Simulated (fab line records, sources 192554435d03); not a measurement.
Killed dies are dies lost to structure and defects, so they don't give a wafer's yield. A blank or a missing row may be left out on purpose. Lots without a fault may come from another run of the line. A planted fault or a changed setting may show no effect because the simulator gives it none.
Chamber matching | flow n5_finfet | N5_BEOL_M10_STRIP_36 on rie_diel-03: 4 sister chambers
The step strips in N2/H2. 20 wafers are shown with their chamber, then 10 later ones without.

WAFERS WITH THEIR CHAMBER
wafer  | chamber | drypump_motor_current_A (A) | showerhead_plenum_p_Torr (Torr) | throttle_valve_pct (%)
L075.1 | 1       | 6.4                         | 2.58                            | 23.33
L075.2 | 0       | 6.0                         | 2.46                            | 24.07
L075.6 | 0       | 6.0                         | 2.46                            | 24.03
L077.4 | 3       | 5.6                         | 2.60                            | 23.84
L077.5 | 1       | 6.5                         | 2.57                            | 23.44
L077.6 | 2       | 6.7                         | 2.56                            | 23.65
L079.1 | 1       | 6.4                         | 2.57                            | 23.39
L079.4 | 0       | 6.0                         | 2.45                            | 24.06
L079.6 | 3       | 5.6                         | 2.60                            | 23.86
L083.2 | 3       | 5.6                         | 2.60                            | 23.88
L083.3 | 0       | 6.0                         | 2.45                            | 24.07
L083.6 | 0       | 6.0                         | 2.45                            | 24.10
L084.1 | 0       | 6.0                         | 2.45                            | 24.04
L084.3 | 1       | 6.5                         | 2.57                            | 23.45
L084.4 | 2       | 6.7                         | 2.56                            | 23.71
L086.2 | 2       | 6.7                         | 2.55                            | 23.66
L086.4 | 0       | 6.0                         | 2.45                            | 24.11
L086.5 | 1       | 6.5                         | 2.56                            | 23.39
L076.3 | 2       | 6.7                         | 2.55                            | 23.65
L076.4 | 0       | 6.0                         | 2.45                            | 24.10

SIGNATURES (means of the wafers above)
reading                  | chamber 0 | chamber 1 | chamber 2 | chamber 3 | scatter within a chamber
drypump_motor_current_A  | 6.000     | 6.460     | 6.700     | 5.600     | 0.0274
showerhead_plenum_p_Torr | 2.4525    | 2.5700    | 2.5550    | 2.6000    | 0.0053
throttle_valve_pct       | 24.0725   | 23.4000   | 23.6675   | 23.8600   | 0.0339
Rule: a wafer's distance from a chamber is the root of the sum, over the readings, of the square of ((its reading less the chamber's mean) divided by the reading's scatter). The wafer belongs to the nearest chamber; if the next one is less than 2 further off, it can't be placed. The scatter: the root of (the sum of the squares of (reading less its chamber's mean) over the shown wafers, divided by (wafers less chambers)).

WAFERS WITHOUT THEIR CHAMBER
wafer  | drypump_motor_current_A (A) | showerhead_plenum_p_Torr (Torr) | throttle_valve_pct (%)
L076.6 | 6.0                         | 2.45                            | 24.08
L091.2 | 6.0                         | 2.45                            | 24.07
L091.5 | 6.5                         | 2.56                            | 23.43
L091.6 | 6.0                         | 2.45                            | 24.10
L093.2 | 6.0                         | 2.44                            | 24.15
L093.4 | 6.5                         | 2.56                            | 23.43
L093.6 | 6.0                         | 2.44                            | 24.08
L096.2 | 6.7                         | 2.55                            | 23.66
L096.5 | 6.5                         | 2.56                            | 23.43
L096.6 | 6.7                         | 2.55                            | 23.66

WHICH CHAMBER EACH WENT THROUGH
wafer  | from the rows above | in truth
L076.6 | 0                   | 0
L091.2 | 0                   | 0
L091.5 | 1                   | 1
L091.6 | 0                   | 0
L093.2 | 0                   | 0
L093.4 | 1                   | 1
L093.6 | 0                   | 0
L096.2 | 2                   | 2
L096.5 | 1                   | 1
L096.6 | 2                   | 2
Placed correctly: 10 of 10. Can't be placed from these rows: 0. Placed wrongly: 0.
